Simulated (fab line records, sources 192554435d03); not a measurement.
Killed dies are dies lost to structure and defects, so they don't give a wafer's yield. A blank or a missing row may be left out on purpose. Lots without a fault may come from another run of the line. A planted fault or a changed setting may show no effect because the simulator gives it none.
Which tool did it? | flow n5_finfet | 10 lots, 30 wafers sampled, at 2 steps of a route of 1938

WHAT THE GAUGES READ, wafer by wafer
N5_ILD0_THK_MEAS_08.
lot  | measured    | on            | thk_nm (nm)
L316 | day 3 19:28 | film_metro-01 | 139.4 138.5 139.9
L317 | day 4 00:16 | film_metro-01 | 139.8 139.5 139.7
L318 | day 4 02:14 | film_metro-01 | 139.7 139.2 139.9
L321 | day 4 19:38 | film_metro-02 | 140.3 139.6 140.6
L324 | day 5 12:37 | film_metro-02 | 138.1 139.6 137.9
L323 | day 5 13:57 | film_metro-01 | 138.1 139.4 139.0
L326 | day 6 01:58 | film_metro-02 | 139.4 139.9 138.8
L332 | day 7 15:09 | film_metro-02 | 139.7 141.2 138.7
L336 | day 8 16:41 | film_metro-02 | 139.4 138.6 138.9
L339 | day 9 18:09 | film_metro-02 | 140.0 140.1 139.8

WHICH TOOL RAN EACH LOT (tool, then ch and the chambers of the sampled wafers, then the start)
lot  | N5_ILD0_CMP_07
L316 | cmp-01 ch 1,2, day 3 19:10
L317 | cmp-03 ch 1,2,3, day 4 00:01
L318 | cmp-03 ch 0,2,3, day 4 02:01
L321 | cmp-02 ch 1,2, day 4 19:23
L324 | cmp-02 ch 0,1,2, day 5 12:19
L323 | cmp-01 ch 0,1, day 5 13:39
L326 | cmp-03 ch 1,2,3, day 6 01:40
L332 | cmp-02 ch 0,2,3, day 7 14:51
L336 | cmp-03 ch 1,2, day 8 16:23
L339 | cmp-03 ch 0,2,3, day 9 17:56
- N5_ILD0_CMP_07: polishes SiO2 flowable, stops on poly-Si, t overpolish 1.18 s, target thk 138.88 nm.

THE ANSWER, worked out from the rows above alone
Rule: what is usual is taken from the lots themselves. Put in order of their means at a reading, lots are off if they are a third of the lots or fewer, leave a main group of 4 or more, and stand apart from it by a gap of 3 or more times the standard deviation of the main group's means; of several such gaps the widest counts. A main group whose means are all the same, to the digits that the tables above print for the reading, isn't used. A lot without any number at a reading at which 4 lots or more have one is off too. The other lots that the step has rows for count as sound.
No lot is off at any reading shown: from this, nothing can be told.

WHAT THE SIMULATOR HAD PUT IN
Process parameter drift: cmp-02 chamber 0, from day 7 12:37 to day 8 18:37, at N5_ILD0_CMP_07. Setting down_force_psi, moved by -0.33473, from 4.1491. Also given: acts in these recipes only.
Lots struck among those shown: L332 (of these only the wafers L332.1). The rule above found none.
